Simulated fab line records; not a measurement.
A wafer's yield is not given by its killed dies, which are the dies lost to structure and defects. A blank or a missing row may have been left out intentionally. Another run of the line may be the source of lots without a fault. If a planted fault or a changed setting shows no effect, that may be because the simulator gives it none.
A struck lot beside a sound one + flow n5-finfet + 14 out of 1938 route steps
Sound: these wafers, L396.1, L396.5, L396.6. Wafers L410.1, L410.2, L410.5 were the ones struck. Last of all comes the cause.
Per side, at each step with rows, come the tool, then ch with its chambers, and then its first start. Under that, the readings that differ: sound wafers + struck wafers + difference of the means + sigmas: that difference in standard deviations of wafers without a fault.
alike: readings whose means differ by less than 2 such deviations, and words and numbers that are the same on both sides. not compared: withheld readings, readings that some wafer has no value for, bounds like >300 that may hide the same value, and numbers for which the record gives no deviation and whose values overlap.
A row with sigmas, a row that says differs or no value, or rows on one side alone: a step with any of these is where the two part. When numbers do not overlap yet have no deviation, they are printed without sigmas and do not part them. A reading that every wafer of one side lacks parts them only if that side has two wafers or more.

first, 3 steps without rows for these wafers: N5_SD_EPI_P_PRECLEAN_51 (cleans in NF3:NH3, afs cycles 1, time 20 s, sublimation time 60 s); N5_SD_EPI_P_VAPOR_ETCH_44 (etches SiGe30 in NF3/Ar, time 3.3 s); N5_SD_EPI_P_EPI_21 (deposits SiGe:B, time 355 s).
N5_SD_EPI_P_EPI_MEAS_23:
  sound: film-metro-02 at day 4 08:17; struck: film-metro-01 at day 7 14:23
  alike: thk-nm
then, 6 steps without rows for these wafers: N5_SD_EPI_P_HM_STRIP_48 (strips SiNx in H3PO4, material SiNx, target depth 3 nm); N5_SD_EPI_P_SRD_49 (time 30 s); N5_SD_EPI_P_PRECLEAN_24 (cleans in O3/DIW, time 45 s); N5_SD_EPI_P_PRECLEAN_32 (cleans in dHF, time 10 s); N5_SD_EPI_P_PRECLEAN_33 (cleans in SC2, time 45 s); N5_SD_EPI_P_SRD_25 (time 30 s).
N5_SD_EPI_P_INSPECT_26: inspects for defects (darkfield).
  sound: defect-inspect-01 at day 4 08:28; struck: defect-inspect-02 at day 7 14:34
  alike: raw-defect-count
N5_SD_ACTIVATION_RTA_00: time 0 s.
  sound on rtp-anneal-02 ch 0, day 4 08:29; struck on rtp-anneal-02 ch 0, day 7 14:36
  alike: lamp-power-pct, lamp_zone_5_pct, lamp_zone_6_pct, wafer_temp_C_max
N5_SD_ACTIVATION_LSA_01: time 0.0008 s.
  sound on laser-anneal-01 ch 0, day 4 08:41; struck on laser-anneal-01 ch 0, day 7 14:48
| reading          | sound                | struck               | difference | sigmas |
|------------------|----------------------|----------------------|------------|--------|
| wafer_temp_C_max | 1090.8 1088.9 1090.4 | 1159.4 1156.8 1161.1 | +69.1      | +24    |
N5_PASSIVATION_PROBE_49:
  the record has rows for the sound wafers here (prober-01, day 12 23:25) and none for the struck ones

## WHERE THEY PART
First at N5_SD_ACTIVATION_LSA_01; last, within this record, at N5_PASSIVATION_PROBE_49.

WHY: what had been put in by the simulator
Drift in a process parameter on laser-anneal-01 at N5_SD_ACTIVATION_LSA_01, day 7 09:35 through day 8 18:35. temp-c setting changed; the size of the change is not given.
